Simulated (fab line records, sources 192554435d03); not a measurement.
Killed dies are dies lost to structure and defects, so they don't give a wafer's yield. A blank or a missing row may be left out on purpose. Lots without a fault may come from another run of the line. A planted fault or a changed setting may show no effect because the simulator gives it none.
A struck lot beside a sound one | flow n5_finfet | 37 steps out of a route of 1938
Sound: wafers L407.2, L407.3, L407.5. Struck: wafer L415.6. (L415.2, L415.4 of the same lot were not struck and are left out.) The cause comes at the end.
At each step with rows: each side's tool, then ch and its chambers, then its first start. Under that, the readings that differ: sound wafers | struck wafers | difference of the means | sigmas: that difference in standard deviations of wafers without a fault.
alike: readings whose means differ by less than 2 such deviations, and words and numbers that are the same on both sides. not compared: withheld readings, readings that some wafer has no value for, bounds like >300 that may hide the same value, and numbers for which the record gives no deviation and whose values overlap.
The two part at a step that has a row with sigmas, a row that says differs or no value, or rows on one side only. Numbers that don't overlap but have no deviation are shown without sigmas and don't part them. A reading that every wafer of one side lacks parts them only if that side has two wafers or more.

first, 9 steps without rows for these wafers: N5_WELL_APT_DESCUM_30 (chemistry O2, time 7.9 s); N5_WELL_APT_IMPLANT_31; N5_WELL_APT_IMPLANT_32; N5_WELL_APT_STRIP_33 (strips in SPM, time 900 s); N5_WELL_APT_RTA_34 (time 10 s); N5_WELL_APT_OXIDE_STRIP_42 (strips SiO2 in dHF, time 45 s, target depth 12 nm); N5_WELL_APT_PRECLEAN_36 (cleans in O3/DIW, time 45 s); N5_WELL_APT_PRECLEAN_39 (cleans in dHF, time 60 s); N5_WELL_APT_SRD_37 (time 30 s).
N5_WELL_APT_EPI_41: deposits Si from SiH4/H2, target thk 50 nm, time 297.7 s.
  sound on epi_rpcvd-03 ch 0, day 2 10:20; struck on epi_rpcvd-03 ch 0, day 4 10:51
  reading                                 | sound            | struck | difference | sigmas
  run_length_s (s)                        | 355 355 356      | 315    | -40        | -12
  model.Si_of_WELL_APT_EPI_41.thk_nm (nm) | 49.29 48.5 49.64 | 41.49  | -7.65      |
  alike: lamp_inner_pct, throttle_valve_pct
then, 24 steps without rows for these wafers: N5_PMOS_HMC_CHANNEL_EPI_HM_DEP_34 (deposits SiO2 from TEOS/O2, target thk 36 nm, time 6.9 s); N5_PMOS_HMC_CHANNEL_EPI_COAT_31 (time 60 s, resist thk 66 nm); N5_PMOS_HMC_CHANNEL_EPI_COAT_03 (resist thk 205 nm); N5_PMOS_HMC_CHANNEL_EPI_EBR_05; N5_PMOS_HMC_CHANNEL_EPI_SOFTBAKE_04 (time 60 s); N5_PMOS_HMC_CHANNEL_EPI_EXPOSE_06 (exposes mask PMOS HMC BLK, target cd 240 nm); N5_PMOS_HMC_CHANNEL_EPI_PEB_07 (peb time 60 s); N5_PMOS_HMC_CHANNEL_EPI_DEVELOP_08 (develop time 30 s); N5_PMOS_HMC_CHANNEL_EPI_DESCUM_14 (chemistry O2, time 7.9 s); N5_PMOS_HMC_CHANNEL_EPI_ETCH_32 (etches BARC in N2/H2, stops on SiO2, target depth 85.8 nm, time 50.3 s); N5_PMOS_HMC_CHANNEL_EPI_HM_OPEN_15 (chemistry CHF3/O2, target SiO2, target depth 40.6 nm, time 20.3 s); N5_PMOS_HMC_CHANNEL_EPI_STRIP_33 (strips in N2/H2); N5_PMOS_HMC_CHANNEL_EPI_STRIP_17 (strips in SPM, time 750 s); N5_PMOS_HMC_CHANNEL_EPI_ETCH_38 (etches SiO2 in CF4, target depth 1.5 nm); N5_PMOS_HMC_CHANNEL_EPI_FIN_RECESS_16 (chemistry HBr/Cl2, target Si, target depth 54 nm, time 18 s); N5_PMOS_HMC_CHANNEL_EPI_PRECLEAN_36 (cleans in O3/DIW, time 45 s); N5_PMOS_HMC_CHANNEL_EPI_PRECLEAN_18 (cleans in DHF, time 30 s); N5_PMOS_HMC_CHANNEL_EPI_SRD_19 (time 30 s); N5_PMOS_HMC_CHANNEL_EPI_EPI_20 (deposits SiGe30, target thk 59 nm); N5_PMOS_HMC_CHANNEL_EPI_HM_STRIP_35 (strips SiO2 in dHF, material SiO2, target depth 39.6 nm, time 216 s); N5_PMOS_HMC_CHANNEL_EPI_SRD_39 (time 30 s); N5_PMOS_HMC_CHANNEL_EPI_CMP_21 (polishes SiGe30, target thk 54 nm); N5_PMOS_HMC_CHANNEL_EPI_PRECLEAN_40 (cleans in DHF, time 30 s); N5_PMOS_HMC_CHANNEL_EPI_PRECLEAN_37 (cleans in O3/DIW, time 45 s).
N5_SD_EPI_N_STRIP_18: strips in SPM, time 750 s.
  sound on wet_bench-04 ch 1,2,5, day 3 20:45; struck on wet_bench-03 ch 6, day 6 01:04
  reading                                 | sound     | struck | difference | sigmas
  model.Si_of_WELL_APT_EPI_41.thk_nm (nm) | 6.8 6 6.8 | 4.6    | -1.9       |
-- the record jumps here: 5 days lie between the struck wafers' starts before and after (it left off in module SD_EPI_N and takes up again in module BEOL_M4, whose first step shown is number 1111 of the route) --
N5_BEOL_M4_RC_MEAS_101:
  sound on prober-02 ch 0, day 8 15:35; struck on prober-02 ch 0, day 10 22:55
  reading           | sound          | struck | difference | sigmas
  CJ_N              | 4.50 4.46 4.55 | 4.79   | +0.29      | +3
  CJ_P              | 5.82 5.74 5.93 | 4.53   | -1.30      | -8
  RS_NWELL (ohm/sq) | 1035 1031 1037 | 1059   | +25        | +3
  RS_PWELL (ohm/sq) | 3021 3019 3010 | 3118   | +101       | +5
  alike: DIBL_N, DIBL_P, IOFF_N, IOFF_P, ION_N, ION_P, SS_N, SS_P, VT_N, VT_P
N5_PASSIVATION_PROBE_49:
  the record has rows for the sound wafers here (prober-01, day 13 06:09) and none for the struck ones

WHERE THEY PART
First at N5_WELL_APT_EPI_41; last, within this record, at N5_PASSIVATION_PROBE_49.

WHY: what the simulator had put in
Process parameter drift: epi_rpcvd-03, from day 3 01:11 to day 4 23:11, at N5_WELL_APT_EPI_41. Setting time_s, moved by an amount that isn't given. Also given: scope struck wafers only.
